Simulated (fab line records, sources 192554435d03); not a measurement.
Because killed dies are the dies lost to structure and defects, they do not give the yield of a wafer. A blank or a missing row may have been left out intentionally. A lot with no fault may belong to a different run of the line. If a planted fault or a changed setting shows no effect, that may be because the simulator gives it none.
One fault seen from 2 desks | flow n5Finfet | what lay behind the numbers comes last; until then each desk has only its own

## THE TOOL OWNER'S DESK: rieDiel-04
The tool's own readings at N5_BEOL_M7_TRENCH_ETCH_37 (etches SiCOH lowk in C4F6/O2, target depth 93.478 nm, time 31.2 s): means of the sampled wafers that have a number, for each lot that ran on this tool. Marked OUT: a lot whose mean sits more than 4 standard deviations from the usual mean, which makes it out of limits; the brackets give that distance.
Columns: A = drypumpMotorCurrentA at N5_BEOL_M7_TRENCH_ETCH_37, usual 5.8 A; B = oesProductAu at N5_BEOL_M7_TRENCH_ETCH_37, usual 0.80 a.u.; C = rfVppV at N5_BEOL_M7_TRENCH_ETCH_37, usual 664 V; D = runLengthS at N5_BEOL_M7_TRENCH_ETCH_37, usual 54.7 s; E = showerheadPlenumPTorr at N5_BEOL_M7_TRENCH_ETCH_37, usual 2.85 Torr; F = throttleValvePct at N5_BEOL_M7_TRENCH_ETCH_37, usual 20.82 %
lot  | first seen here | A   | B    | C   | D               | E    | F
L802 | day 11 08:53    | 6.1 | 0.84 | 667 | 54.8            | 2.87 | 20.73
L807 | day 12 01:40    | 6.0 | 0.88 | 661 | 54.7            | 2.82 | 20.45
L813 | day 14 01:17    | 6.0 | 0.92 | 666 | 57.9 (+5.9) OUT | 2.91 | 20.81
Finding of this desk: L813 out of limits; the first was L813 at day 14 01:17, on runLengthS at N5_BEOL_M7_TRENCH_ETCH_37. L802, L807 stayed within limits.

## METROLOGY DESK
What the gauges read, lot by lot, whatever tool the lot ran on: means of the sampled wafers that have a number. Marked OUT: a lot whose mean sits more than 4 standard deviations from the usual mean, which makes it out of limits; the brackets give that distance. 7 of its 24 readings are shown: the first one out of limits and those lying furthest out on some lot.
Columns: A = trenchDepthNm at N5_BEOL_M7_OCD_MEAS_38, usual 93.3 nm; B = M7_THK at N5_BEOL_M7_THK_MEAS_53, usual 81.5 nm; C = M7_RS at N5_BEOL_M7_RS_MEAS_57, usual 0.286 ohm/sq; D = SERP_M5 at N5_BEOL_M15_RC_MEAS_101, usual 38.7 ohm/um; E = SERP_M6 at N5_BEOL_M15_RC_MEAS_101, usual 13.9 ohm/um; F = SERP_M7 at N5_BEOL_M15_RC_MEAS_101, usual 13.7 ohm/um; G = SERP_M7_max_site at N5_BEOL_M15_RC_MEAS_101, usual 14.2 ohm/um
lot  | first seen here | A                | B               | C     | D    | E    | F    | G
L801 | day 11 00:02    | 93.2             | 80.8            | 0.290 | 40.1 | 15.1 | 14.0 | 14.6
L802 | day 11 09:03    | 95.4             | 82.8            | 0.280 | 40.0 | 13.9 | 13.3 | 14.1
L807 | day 12 01:49    | 95.4             | 83.1            | 0.280 | 38.5 | 14.5 | 13.2 | 13.8
L814 | day 14 01:15    | 92.9             | 80.0            | 0.293 | 38.0 | 14.0 | 14.7 | 15.3
L813 | day 14 01:26    | 104.0 (+5.4) OUT | 91.1 (+4.3) OUT | 0.254 | 42.3 | 13.3 | 11.8 | 12.2
L816 | day 14 19:23    | 92.5             | 80.8            | 0.288 | 36.6 | 13.9 | 13.9 | 14.4
L818 | day 15 05:37    | 92.9             | 81.2            | 0.284 | 38.2 | 14.0 | 13.2 | 13.7
Finding of this desk: L813 out of limits; the first was L813 at day 14 01:26, on trenchDepthNm at N5_BEOL_M7_OCD_MEAS_38. L801, L802, L807, L814, L816, L818 stayed within limits.

## ALL TOGETHER
At day 14 01:17, on L813, the tool owner's desk was in a position to raise an alarm.
The metrology desk could have raised an alarm at day 14 01:26, on L813.
Of the lots named, all ran N5_BEOL_M7_TRENCH_ETCH_37 on rieDiel-04.

## WHAT THE SIMULATOR HAD INSERTED
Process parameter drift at N5_BEOL_M7_TRENCH_ETCH_37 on rieDiel-04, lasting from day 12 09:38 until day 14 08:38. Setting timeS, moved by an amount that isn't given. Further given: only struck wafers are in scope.
Shown lots that were struck: L813.
Delay (hours) between the fault's onset and each desk's first out-of-limits reading: 40 at the tool owner's desk, 40 at the metrology desk.
